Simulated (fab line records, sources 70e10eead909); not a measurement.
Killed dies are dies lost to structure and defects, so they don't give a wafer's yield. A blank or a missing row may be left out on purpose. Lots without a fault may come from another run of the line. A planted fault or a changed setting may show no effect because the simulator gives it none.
Chamber matching | flow nand_harc | NHARC_A_STAIRCASE_ETCH_169 on rie_diel-04: 4 sister chambers
The step etches the open film in CH3F/O2, target depth 50 nm, time 107.1 s. 18 wafers are shown with their chamber, then 9 later ones without.

WAFERS WITH THEIR CHAMBER
wafer  | chamber | drypump_motor_current_A (A) | showerhead_plenum_p_Torr (Torr) | rf_vpp_V (V)
L078.3 | 0       | 5.9                         | 2.52                            | 244.7
L078.4 | 2       | 5.4                         | 2.44                            | 244.8
L078.5 | 0       | 5.9                         | 2.52                            | 244.6
L079.2 | 0       | 5.9                         | 2.52                            | 243.0
L079.3 | 2       | 5.4                         | 2.44                            | 243.8
L079.5 | 1       | 5.0                         | 2.44                            | 242.8
L081.2 | 1       | 5.0                         | 2.44                            | 244.4
L081.3 | 2       | 5.4                         | 2.44                            | 243.4
L081.5 | 1       | 5.0                         | 2.44                            | 243.4
L081.1 | 0       | 5.9                         | 2.52                            | 245.9
L081.4 | 2       | 5.4                         | 2.44                            | 244.6
L081.6 | 0       | 6.0                         | 2.52                            | 246.7
L085.1 | 2       | 5.4                         | 2.44                            | 244.4
L085.3 | 0       | 5.9                         | 2.51                            | 246.3
L085.6 | 0       | 5.9                         | 2.51                            | 245.9
L090.1 | 0       | 5.9                         | 2.51                            | 244.4
L090.3 | 3       | 6.7                         | 2.35                            | 243.4
L090.6 | 3       | 6.7                         | 2.35                            | 241.7

SIGNATURES (means of the wafers above)
reading                  | chamber 0 | chamber 1 | chamber 2 | chamber 3 | scatter within a chamber
drypump_motor_current_A  | 5.913     | 5.000     | 5.400     | 6.700     | 0.025
showerhead_plenum_p_Torr | 2.5162    | 2.4400    | 2.4400    | 2.3500    | 0.00366
rf_vpp_V                 | 245.188   | 243.533   | 244.200   | 242.550   | 1.02
Rule: a wafer's distance from a chamber is the root of the sum, over the readings, of the square of ((its reading less the chamber's mean) divided by the reading's scatter). The wafer belongs to the nearest chamber; if the next one is less than 2 further off, it can't be placed. The scatter: the root of (the sum of the squares of (reading less its chamber's mean) over the shown wafers, divided by (wafers less chambers)).

WAFERS WITHOUT THEIR CHAMBER
wafer  | drypump_motor_current_A (A) | showerhead_plenum_p_Torr (Torr) | rf_vpp_V (V)
L090.2 | 5.0                         | 2.43                            | 244.1
L090.4 | 5.4                         | 2.43                            | 245.3
L090.5 | 5.9                         | 2.51                            | 245.5
L091.2 | 4.9                         | 2.43                            | 245.2
L091.4 | 5.9                         | 2.51                            | 244.1
L091.6 | 5.0                         | 2.43                            | 244.2
L095.2 | 5.0                         | 2.43                            | 244.5
L095.5 | 5.4                         | 2.43                            | 244.0
L095.6 | 5.0                         | 2.43                            | 242.5

WHICH CHAMBER EACH WENT THROUGH
wafer  | from the rows above | in truth
L090.2 | 1                   | 1
L090.4 | 2                   | 2
L090.5 | 0                   | 0
L091.2 | 1                   | 1
L091.4 | 0                   | 0
L091.6 | 1                   | 1
L095.2 | 1                   | 1
L095.5 | 2                   | 2
L095.6 | 1                   | 1
Placed correctly: 9 of 9. Can't be placed from these rows: 0. Placed wrongly: 0.
